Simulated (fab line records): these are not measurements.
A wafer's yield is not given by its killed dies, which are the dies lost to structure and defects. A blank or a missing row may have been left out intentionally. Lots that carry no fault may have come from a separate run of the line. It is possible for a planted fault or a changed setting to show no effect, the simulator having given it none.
Split-lot trial | flow n5_finfet | 7 lots, 21 wafers read, on a route of 1938 steps

== SPLIT DETAILS ==
At N5_BEOL_M5_HM_DEP_02 (deposits TiN, target thk 20 nm), the setting target_thk_a was moved away from the recipe's 200 angstrom on 9 of the 21 wafers read, by -12.4% to +13.1%. For the rest of the wafers, this setting stayed at what the recipe calls for.

== FROM THE SPLIT TO THE READING: what the file shows between them, 5 steps ==
- N5_BEOL_M5_COAT_59: time 60 s, resist thk 60 nm (also split here: temp_c)
- N5_BEOL_M5_COAT_60: time 60 s, resist thk 12 nm
- N5_BEOL_M5_COAT_71: time 60 s, resist thk 5 nm
- N5_BEOL_M5_STRIP_73: strips in N2/H2
- N5_BEOL_M5_STRIP_64: strips in CF4

== THE READING ==
etch.depth_nm (the simulator's own value, which no gauge read), in nm, at N5_BEOL_M5_HM_OPEN_17 (chemistry Cl2/BCl3, target TiN, target depth 20 nm, overetch 6 nm). The file does not state a usual value for it. Here, 12 wafers ran the recipe; their average is 19.87 nm with a standard deviation of 0.22 nm.

wafer  | tool, chamber at the split | target_thk_a as run, angstrom | against the recipe | etch.depth_nm, nm | against lot-mates on the recipe
L076.4 | pvd_sputter-03, -          | 200                           | recipe             | 19.98             | -
L076.5 | pvd_sputter-03, -          | 178.4                         | -10.8%             | 17.75             | -2.23
L076.6 | pvd_sputter-03, -          | 178.4                         | -10.8%             | 17.88             | -2.10
L079.2 | pvd_sputter-03, -          | 175.2                         | -12.4%             | 17.65             | -2.72
L079.3 | pvd_sputter-03, -          | 175.2                         | -12.4%             | 17.77             | -2.60
L079.4 | pvd_sputter-03, -          | 200                           | recipe             | 20.37             | -
L080.1 | pvd_sputter-02, -          | 200                           | recipe             | 20.04             | -
L080.3 | pvd_sputter-02, -          | 200                           | recipe             | 19.8              | -
L080.6 | pvd_sputter-02, -          | 200                           | recipe             | 19.99             | -
L084.1 | pvd_sputter-01, -          | 182.4                         | -8.8%              | 18.55             | -1.27
L084.2 | pvd_sputter-01, -          | 200                           | recipe             | 19.82             | -
L084.4 | pvd_sputter-01, -          | 182.4                         | -8.8%              | 18.23             | -1.59
L088.3 | pvd_sputter-01, -          | 200                           | recipe             | 19.5              | -
L088.4 | pvd_sputter-01, -          | 200                           | recipe             | 19.82             | -
L088.5 | pvd_sputter-01, -          | 226.3                         | +13.1%             | 22.28             | +2.62
L087.2 | pvd_sputter-02, -          | 200                           | recipe             | 19.51             | -
L087.3 | pvd_sputter-02, -          | 200                           | recipe             | 19.85             | -
L087.4 | pvd_sputter-02, -          | 200                           | recipe             | 19.9              | -
L092.1 | pvd_sputter-02, -          | 200                           | recipe             | 19.89             | -
L092.2 | pvd_sputter-02, -          | 179.1                         | -10.5%             | 17.41             | -2.48
L092.3 | pvd_sputter-02, -          | 179.1                         | -10.5%             | 18.16             | -1.73

FIT RESULTS
A straight line over all 21 wafers: etch.depth_nm changes by +0.183 nm for each +1% of target_thk_a; r = +0.98; the points scatter about the line by 0.24 nm.
The same after taking each lot's own level away (the mean of its wafers on the recipe; 21 wafers): +0.2 nm for each +1%; r = +0.99; scatter 0.21 nm.
According to that fit, moving target_thk_a by its largest amount changes the reading by 2.6 nm.
The lots' own levels span 19.660 to 20.370 nm, that is 3.2 times the standard deviation above.
The two slopes agree, so the slope changes little with the lot-to-lot level.
Check: +2.65 nm against its lot-mates is what the line predicts for one of the wafers moved furthest among these (+13.1%) when that wafer is left out of the fit. It came out at +2.62 nm against them.

== OTHER SPLITS APPLIED TO THESE WAFERS ==
Before the reading, these wafers also passed through other splits. Each is held against what the fit with the lots' levels taken away leaves over:
other split on the same wafers | wafers away from the commonest value | r with etch.depth_nm (lot level and that fit taken away)
N5_BEOL_M4_HM_STRIP_39 time_s  | 12                                   | +0.10
N5_BEOL_M5_COAT_59 temp_c      | 7                                    | -0.30

== THE WHOLE CHAIN: every reading that the file lists as answering this split, in the file's order ==
step                  | what it does                                                      | reading                                                                          | change (the file's fit)               | r (the file's)
N5_BEOL_M5_HM_DEP_02  | deposits TiN, target thk 20 nm                                    | TiN_of_BEOL_M5_HM_DEP_02.thk_nm (the simulator's own value, which no gauge read) | +0.196 nm for each +1% of the setting | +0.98
N5_BEOL_M5_HM_OPEN_17 | chemistry Cl2/BCl3, target TiN, target depth 20 nm, overetch 6 nm | etch.depth_nm (the simulator's own value, which no gauge read)                   | +0.199 nm for each +1% of the setting | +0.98

== THE FILE'S OWN FIT ==
etch.depth_nm changes by +0.199 nm for each +1% of target_thk_a, r = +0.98.
